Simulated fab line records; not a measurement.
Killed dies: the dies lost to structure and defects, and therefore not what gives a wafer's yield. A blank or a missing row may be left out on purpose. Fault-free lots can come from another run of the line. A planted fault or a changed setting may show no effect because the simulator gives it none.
Matching of chambers -- flow nand_harc -- pecvd-02 running NHARC_A_BONDPAD_DEP_00: 3 sister chambers
The step deposits SiCN, target thk 250 nm. 6 wafers are shown with their chamber, then 9 later ones without.

== WAFERS WITH THEIR CHAMBER ==
wafer,chamber,heater_power_w (W)
L086.4,0,812
L085.2,1,611
L085.3,0,770
L090.1,2,559
L090.5,2,579
L090.6,1,617

== WAFERS WITHOUT THEIR CHAMBER ==
wafer,heater_power_w (W)
L093.3,809
L093.5,799
L093.6,556
L096.1,577
L096.2,810
L096.3,664
L097.2,758
L097.3,545
L097.5,661

== WHICH CHAMBER EACH ONE RAN IN ==
wafer,from the rows above,in truth
L093.3,0,0
L093.5,0,0
L093.6,2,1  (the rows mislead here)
L096.1,can't be placed: 2 or 1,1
L096.2,0,0
L096.3,1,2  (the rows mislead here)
L097.2,0,0
L097.3,2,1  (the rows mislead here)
L097.5,1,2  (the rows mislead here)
Placed correctly: 4 of 9. Unplaceable from these rows: 1, with the true chamber sitting among the candidates in 1. 4 placed wrongly.
How it was worked out, from the rows above alone: a wafer's distance from a chamber is the root of the sum, over the readings, of the square of ((its reading less the chamber's mean) divided by the reading's scatter). If the next closest chamber is less than 2 further off than the closest, the wafer can't be placed; otherwise it belongs to the closest. The mean given for a chamber averages the wafers shown for that chamber. The scatter: the root of (the sum of the squares of (reading less its chamber's mean) over the shown wafers, divided by (wafers less chambers)).
